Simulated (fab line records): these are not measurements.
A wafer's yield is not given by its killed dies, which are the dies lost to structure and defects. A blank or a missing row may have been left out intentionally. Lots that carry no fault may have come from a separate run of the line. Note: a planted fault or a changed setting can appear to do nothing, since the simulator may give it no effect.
One fault through the eyes of 2 desks + flow n5 finfet + numbers are kept per desk, each desk with only its own; the story behind them comes last

== DESK OF THE TOOL OWNER: rie si-01 ==
The tool's own readings at N5_SDB_CUT_ETCH_26 (etches Si in HBr/Cl2/O2, target depth 129.6 nm, bt time 20 s, time 51.8 s): means of the sampled wafers that have a number, for each lot that ran on this tool. If a lot's mean is further than 4 standard deviations from the usual mean, the lot is out of limits and carries the mark OUT (the distance appears in the brackets).
Columns: A = drypump motor current A at N5_SDB_CUT_ETCH_26, usual 5.7 A; B = mfc cl2 sccm at N5_SDB_CUT_ETCH_26, usual 80.00 sccm; C = oes product au at N5_SDB_CUT_ETCH_26, usual 0.996 a.u.; D = throttle valve pct at N5_SDB_CUT_ETCH_26, usual 37.23 %
| lot  | first seen here | A   | B     | C     | D     |
|------|-----------------|-----|-------|-------|-------|
| L805 | day 4 22:56     | 5.8 | 79.96 | 0.995 | 37.33 |
| L811 | day 6 15:19     | 5.8 | 79.90 | 1.007 | 37.33 |
| L812 | day 6 19:13     | 5.8 | 79.96 | 0.999 | 37.33 |
| L813 | day 7 00:14     | 5.3 | 80.23 | 0.993 | 37.32 |
| L814 | day 7 09:21     | 5.2 | 79.98 | 0.977 | 37.32 |
| L815 | day 7 12:16     | 5.2 | 80.03 | 0.977 | 37.34 |
This desk's finding: nothing out of limits on any of the 6 lots.

== METROLOGY DESK ==
Means of the sampled wafers that have a number, per lot and without regard to the tool the lot ran on: this is what the gauges read. If a lot's mean is further than 4 standard deviations from the usual mean, the lot is out of limits and carries the mark OUT (the distance appears in the brackets). Readings shown: 7 of its 12, picked as those furthest out on some lot.
Columns: A = cd nm at N5_SDB_CD_MEAS_11, usual 49.9 nm; B = SDB_THK at N5_SDB_THK_MEAS_31, usual 63.9 nm; C = DIBL_N at N5_BEOL_M4_RC_MEAS_101, usual 36.4 mV/V; D = DIBL_P at N5_BEOL_M4_RC_MEAS_101, usual 36.5 mV/V; E = IOFF_P at N5_BEOL_M4_RC_MEAS_101, usual 0.202 nA/um; F = ION_N at N5_BEOL_M4_RC_MEAS_101, usual 671 uA/um; G = SS_P at N5_BEOL_M4_RC_MEAS_101, usual 73.4 mV/dec
| lot  | first seen here | A    | B    | C    | D    | E     | F   | G    |
|------|-----------------|------|------|------|------|-------|-----|------|
| L805 | day 4 22:14     | 50.4 | 64.3 | 36.0 | 36.3 | 0.196 | 679 | 73.2 |
| L810 | day 6 03:41     | 48.9 | 64.3 | 36.2 | 35.4 | 0.209 | 675 | 72.5 |
| L809 | day 6 05:08     | 51.2 | 64.4 | 35.8 | 36.4 | 0.191 | 667 | 73.2 |
| L811 | day 6 14:26     | 50.3 | 63.8 | 36.2 | 36.8 | 0.193 | 665 | 73.5 |
| L812 | day 6 18:31     | 50.6 | 63.0 | 35.8 | 38.9 | 0.188 | 670 | 73.5 |
| L813 | day 6 22:58     | 47.9 | 64.5 | 35.2 | 35.3 | 0.189 | 674 | 72.5 |
| L814 | day 7 08:39     | 50.1 | 62.1 | 36.0 | 36.4 | 0.202 | 684 | 73.6 |
| L815 | day 7 11:28     | 49.5 | 63.8 | 36.1 | 35.1 | 0.204 | 665 | 73.6 |
| L816 | day 7 16:50     | 48.5 | 64.8 | 34.5 | 35.2 | 0.194 | 667 | 73.0 |
| L819 | day 8 15:22     | 50.8 | 64.1 | 36.7 | 36.2 | 0.243 | 658 | 73.4 |
This desk's finding: nothing out of limits on any of the 10 lots.

== BROUGHT TOGETHER ==
The desk of the tool owner found nothing out of limits.
At the metrology desk, nothing out of limits was observed.

== WHAT THE SIMULATOR HAD INSERTED ==
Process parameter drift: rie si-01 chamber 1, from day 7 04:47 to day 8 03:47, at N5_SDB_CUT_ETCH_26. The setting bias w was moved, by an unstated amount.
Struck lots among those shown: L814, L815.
